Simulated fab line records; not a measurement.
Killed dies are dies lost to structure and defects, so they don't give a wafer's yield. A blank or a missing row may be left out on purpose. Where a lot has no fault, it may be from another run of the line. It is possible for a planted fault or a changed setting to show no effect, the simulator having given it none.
fab line records    flow n5-finfet
record lots=3  wafers=9  last-day=15
route steps=1938 shown BEOL_M10@1527 BEOL_M11@1536 PASSIVATION@1936
lots that met no fault: from a run of the same line without faults
start-h: hours from the record's first day to the start of the lot's first wafer shown    wait-h: time in hours since the lot's previous step    " repeats the value in the row above    L1.1+2: a single row standing in for several wafers    - value missing, or start not given    * or withheld: withheld    < > ~ a bound
route shown NAME@n: names a module that has steps shown in the file, with the first one's number in the route    usual: mean/standard deviation taken from wafers without a fault    same: alike in all rows    chamber/n: place in a boat    sites: per-site readings    _std_site: how widely they spread, as a standard deviation    _edge_site: the outer-site mean with the inner-site mean subtracted    radius-mm: how far each site lies from the wafer's centre    mask NAME#n: copy n    behind: the last tool/chamber to shape the wafer    hold: why the lot was held/for how many hours/how that ended    device: which transistor (n, p or np) failed to switch    end of line: tests run on the same wafers once the route is complete    step lacking rows: just its recipe    killed: dies that structure and defects cost at the first sort, which is not the same as the wafer's yield    map: a wafer's dies, x killed, . not, _ none there
set.NAME: the setting the step ran with; set.NAME@STEP: the setting that earlier step ran with    model.NAME: the simulator's own value behind a step, which no gauge read
certain route steps with their lots: each step a table, each wafer a row
## steps
# step N5_BEOL_M10_SPUTTER_48
# recipe material=Cu  target-thk-a=120  temp-c=-20  bias-v=60  power-w=26000  chamber-pressure-pa=0.13  time-s=2
# step N5_BEOL_M10_ECD_50
# recipe material=Cu  target-thk-a=3180
# step N5_BEOL_M10_ANNEAL_51
# recipe temp-c=225  time-s=90  ambient=N2
# step N5_BEOL_M10_CMP_52
# recipe stop-on=SiCOH_lowk  t-overpolish-s=7  down-force-psi=1  platen-rpm=50  clearing-platen-down-force-psi=1.5  clearing-platen-rpm=50  post-cmp-clean=cu-alkaline  target-thk-nm=140  clearing-platen-pad-velocity-m-s=0.99484  pad-velocity-m-s=0.99484
# step N5_BEOL_M10_PRE_CLEAN_55
# recipe gas=NH3  time-s=15  temp-c=withheld  rf-power-w=300
# step N5_BEOL_M10_DEP_56
# recipe material=SiCN  target-thk-a=150  temp-c=withheld  precursor=3MS/NH3  pressure-torr=3  rf-w=202  time-s=26.5
# step N5_BEOL_M11_ILD_DEP_00
# recipe material=SiCOH_lowk  target-thk-a=3085.1  temp-c=300  precursor=DEMS/porogen  pressure-torr=5  rf-w=500  time-s=58
# step N5_BEOL_M11_CURE_71
# recipe temp-c=385  time-s=240  ambient=He/Ar  material=SiCOH_lowk
# step N5_BEOL_M11_PECVD_70
# recipe material=SiO2  target-thk-a=200  temp-c=400  precursor=TEOS/O2  pressure-torr=5.5  rf-w=450  teos-flow-sccm=53.8  gas=O2  flow-sccm=3000  time-s=22.7
# usual heater-power-w=719/83  showerhead-plenum-p-Torr=8.79/0.045  showerhead-vpp-V=1275/41  throttle-valve-pct=22.2/1.6
lot.wafer  tool      chamber  start-h  wait-h  heater-power-w  showerhead-plenum-p-Torr  showerhead-vpp-V  throttle-valve-pct
L159.4     pecvd-02  2        278.61   0.1     832             8.70                      1263              20.7
L159.5     "         1        "        "       820             8.81                      1260              21.7
L159.6     "         0        "        "       709             8.75                      1329              24.0
L164.1     pecvd-02  0        305.17   0.0     819             8.76                      1314              23.9
L164.4     "         1        "        "       753             8.81                      1261              21.7
L164.6     "         0        "        "       824             8.73                      1303              24.1
L165.2     pecvd-03  2        305.47   0.0     664             8.80                      1291              20.2
L165.3     "         0        "        "       800             8.85                      1227              24.7
L165.5     "         2        "        "       679             8.80                      1289              19.8
# step N5_BEOL_M11_HM_DEP_02
# recipe material=TiN  target-thk-a=200  temp-c=25  chamber-pressure-pa=0.49996
# step N5_BEOL_M11_COAT_59
# recipe resist=SOC  temp-c=250  time-s=60  spin-rpm=1500  resist-thk-nm=100
# step N5_BEOL_M11_COAT_60
# recipe resist=SiARC  temp-c=220  time-s=60  spin-rpm=1500  resist-thk-nm=30
# step N5_BEOL_M11_COAT_05
# recipe resist=CAR-ArF  spin-rpm=1500  resist-thk-nm=90
# step N5_BEOL_M11_EBR_07
# recipe solvent=PGMEA  ebr-width-mm=1.5
# step N5_BEOL_M11_SOFTBAKE_06
# recipe temp-c=110  time-s=60  resist=CAR-ArF
# step N5_BEOL_M11_EXPOSE_08
# recipe mask-id=M11  na=1.35  source-shape=dipole  sigma-inner=0.411  sigma-outer=0.611  polarization=te  dose-mj=53.75
# step N5_BEOL_M11_PEB_09
# recipe peb-temp-c=withheld  peb-time-s=60  resist=CAR-ArF
# step N5_BEOL_M11_DEVELOP_10
# recipe develop-time-s=30  developer=TMAH  resist=CAR-ArF  rinse-liquid=diw  dry=air-spin  dev-temp-c=23
# step N5_BEOL_M11_DESCUM_16
# recipe chemistry=O2  time-s=7.9  source-power-w=50  bias-power-w=20  pressure-mtorr=20  rf-frequency-hz=2.712e+07  temp-c=40  resist=CAR-ArF  o2-flow-sccm=225
# step N5_BEOL_M11_ETCH_61
# recipe chemistry=CF4  target=SiARC  target-depth-a=390  mask-material=CAR-ArF  time-s=65  ion-energy-ev=80  pressure-mtorr=40  source-w=545  bias-w=36  Ar_flow_sccm=100  cf4-flow-sccm=100  ends=cleared
# step N5_BEOL_M11_ETCH_62
# recipe chemistry=N2/H2  target=SOC  target-depth-a=1100  overetch-a=220  mask-material=SiARC  temp-c=40  time-s=165  ion-energy-ev=200  pressure-mtorr=30  source-w=840  bias-w=150  n2-flow-sccm=200  h2-flow-sccm=200
# step N5_BEOL_M11_STRIP_68
# recipe chemistry=N2/H2  temp-c=40  n2-flow-sccm=200  h2-flow-sccm=200  rf-frequency-hz=6e+07
# step N5_BEOL_M11_STRIP_67
# recipe chemistry=CF4  resist=SiARC  power-w=300  bias-power-w=75  pressure-mtorr=50  cf4-flow-sccm=150  rf-frequency-hz=6e+07
# step N5_BEOL_M11_HM_OPEN_17
# recipe chemistry=Cl2/BCl3  target-depth-a=200  overetch-a=60  target=TiN  mask-material=SOC  ion-energy-ev=150  pressure-mtorr=10  icp-w=1000  bias-w=126  Cl2_flow_sccm=53.25  bcl3-flow-sccm=21.75  Ar_flow_sccm=25
# step N5_BEOL_M11_STRIP_19
# recipe chemistry=O2  power-w=400  temp-c=40  pressure-mtorr=30  rf-frequency-hz=6e+07  bias-power-w=0  overash-fraction=0.2  o2-flow-sccm=225
# step N5_BEOL_M11_COAT_63
# recipe resist=SOC  temp-c=250  time-s=60  spin-rpm=1500  resist-thk-nm=100
# step N5_BEOL_M11_COAT_64
# recipe resist=SiARC  temp-c=220  time-s=60  spin-rpm=1500  resist-thk-nm=30
# step N5_BEOL_M11_COAT_22
# recipe resist=CAR-ArF  spin-rpm=1500  resist-thk-nm=90
# step N5_BEOL_M11_EBR_24
# recipe solvent=PGMEA  ebr-width-mm=1.5
# step N5_BEOL_M11_SOFTBAKE_23
# recipe temp-c=110  time-s=60  resist=CAR-ArF
# step N5_BEOL_M11_EXPOSE_25
# recipe mask-id=V10  na=1.35  source-shape=annular  sigma-inner=0.5  sigma-outer=0.8  polarization=unpolarized  dose-mj=85.5
# step N5_BEOL_M11_PEB_26
# recipe peb-temp-c=withheld  peb-time-s=60  resist=CAR-ArF
# step N5_BEOL_M11_DEVELOP_27
# recipe develop-time-s=30  developer=TMAH  resist=CAR-ArF  rinse-liquid=diw  dry=air-spin  dev-temp-c=23
# step N5_PASSIVATION_PROBE_49
# usual killed_at_M0_to_M3=36/11  killed_at_M4_up=14/5.2  killed-at-contacts=12/6.1  killed-at-front-end=40/12  killed-at-other=3.2/2.5  killed-dies=105/16  killed-on-rim=14/4.4  killed-open=68/12  killed-short=35/8.7
# same gross-dies=1180  killed-at-back-side=0
lot.wafer  tool       chamber  start-h  wait-h  killed_at_M0_to_M3  killed_at_M4_up  killed-at-contacts  killed-at-front-end  killed-at-other  killed-dies  killed-on-rim  killed-open  killed-short
L159.4     prober-01  -        331.88   0.2     40                  10               13                  29                   2                94           9              67           24
L159.5     prober-01  -        331.93   0.2     36                  9                15                  56                   3                119          19             80           37
L159.6     prober-01  -        331.98   0.3     25                  13               12                  34                   0                84           14             58           26
L165.2     prober-02  -        362.53   0.1     33                  97               12                  31                   7                180          29             65           26
L165.5     prober-02  -        362.68   0.2     34                  104              10                  65                   1                214          30             72           48
# killed by level:class
L159.4 FIN_SAQP:geometric-particle:open=14 MOL_CONTACT_COAG:geometric-particle:open=12 BEOL_M3:geometric-particle:open=10 BEOL_M0_SAQP:geometric-particle:short=9 BEOL_M0_SAQP:geometric-particle:open=6 BEOL_M2:geometric-particle:open=5 DUMMY_GATE:geometric-particle:open=4 BEOL_M0:geometric-particle:open=4
L159.5 FIN_SAQP:geometric-particle:open=20 BEOL_M1:geometric-particle:open=15 FIN_SAQP:geometric-particle:short=13 MOL_CONTACT_COAG:geometric-particle:open=12 STI_FIN_REVEAL:geometric-particle:open=5 BEOL_M0_SAQP:geometric-particle:open=5 BEOL_M0_SAQP:geometric-particle:short=4 BEOL_M3:geometric-particle:open=4
L159.6 FIN_SAQP:geometric-particle:open=11 MOL_CONTACT_COAG:geometric-particle:open=10 FIN_SAQP:geometric-particle:short=6 STI_FIN_REVEAL:geometric-particle:open=6 BEOL_M4:geometric-particle:open=6 BEOL_M3:geometric-particle:open=5 BEOL_M0_SAQP:geometric-particle:open=5 BEOL_M1:geometric-particle:open=5
L165.2 BEOL_M11:unspecified=85 BEOL_M2:geometric-particle:open=13 BEOL_M0_SAQP:geometric-particle:open=12 MOL_CONTACT_COAG:geometric-particle:open=11 FIN_SAQP:geometric-particle:open=10 BEOL_M0_SAQP:geometric-particle:short=5 STARTING-WAFER:geometric-particle:short=5 FIN_SAQP:geometric-particle:short=4
L165.5 BEOL_M11:unspecified=90 FIN_SAQP:geometric-particle:open=25 FIN_SAQP:geometric-particle:short=17 BEOL_M1:geometric-particle:open=9 MOL_CONTACT_COAG:geometric-particle:open=7 BEOL_M0_SAQP:geometric-particle:short=7 BEOL_M2:geometric-particle:open=6 ILD0:geometric-particle:short=5
# map L165.5 (x killed, . not)
_________________..........x.________________
______________.........x......x._____________
___________.........x............x.__________
__________x.....x....x......x......._________
________...x.........x..............x._______
_______..................x.............______
______..........x.x.........x..x........_____
_____..x..............x.x......x.x....x..____
____.....x.............x........x...x.xxxx___
___...........x......................xx.xxx__
___x....xx..............x..x..x....xxxxxxxx__
__.......x.............x.....x....xxxxxxxxxx_
__......x....x......x......x......xxxxxxxxxx_
_......x...x......x..x...........xxxxxxxxxxxx
_......x.....................x.....xxxxxxxxxx
_..x.....x..........x.........x..xxxxxxxxxxxx
_....................xx.............x.xxxxxxx
_...x.........x...x.x......x.......x.x.x.xxxx
_..........x...........x................xx...
_..x.........xxx.xx..............x.....xx....
_.x....x.......x....xx...x...........x.......
__....xxx......x................xx.........._
__....x.........x.............x............._
___......x..x.....x.......x.....x....x.....__
___....................................x...__
____............x...x........xx.....x.x..x___
_____.....x..x....x.....x.............x.x____
______..................x..xx........x.._____
_______.x.........x...........x....xx..______
________........x.......x..x....x....x_______
__________........x................._________
___________x.......................__________
______________xx..........x....._____________
_________________....x..x....________________
# map L159.5 (x killed, . not)
_________________........x.x.________________
______________..xx.x.x.........._____________
___________.......xx.......x..x....__________
__________....x.......x...........x._________
________......x.................x....._______
_______..x......x......x.x........x.x.x______
______.x......x...xxx.................x._____
_____.x.....x......x..............xx..x..____
____..x....xx..........x.......x..........___
___........x...............................__
___.........x................x.....x...x...__
__..........................x.......x......x_
__x.x.....x......................x.x......x._
_x...........x...............................
_...x.......x................................
_.x...............................x..........
_....x......x................................
_...............xx...................x.......
_.....xxxx.x.................x..x..x.x.......
_.....x................x....x.......x........
_.....x......................................
__.......x..x.........x...................x._
__.x.x..............x......x................_
___....x...........x......................x__
___..x..x.....x......x..............x......__
____..xx........x....x....................___
_____...x................x...............____
______x...xx.......x...............x.x.._____
_______.........x.......x..............______
________.x.........................x.._______
__________..................x...x..._________
___________x.........x...xxx.......__________
______________..........x......._____________
_________________..........x.________________
## key
first-sign step=N5_PASSIVATION_PROBE_49  reading=killed_at_M4_up  direction=up  sigmas=17  usual=14  struck=100
effect step=N5_PASSIVATION_PROBE_49  reading=killed-dies  direction=up  sigmas=5.6  usual=105  struck=197
more-kills-born-at N5_BEOL_M11_PECVD_70@pecvd-03=175
met-at N5_BEOL_M11_PECVD_70
struck-wafers L165.2,L165.5
tester-left-out L165
earlier-fault kind=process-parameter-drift  tool=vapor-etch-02  chamber=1  onset-h=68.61  steps=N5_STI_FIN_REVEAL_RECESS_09  channel=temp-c  offset=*  shape=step  acts-in=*  stated=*
fault kind=chamber-particle-source  tool=pecvd-03  chamber=2  onset-h=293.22  steps=N5_BEOL_M11_PECVD_70  rate-per-visit-cm2=0.71978
# tester-left-out: of these lots the tester's yield and bins aren't shown, on N5 and GAA mostly nor the transistor test; their killed dies are dies lost to structure and defects alone, not to doping, threshold or leakage, so they don't give the yield
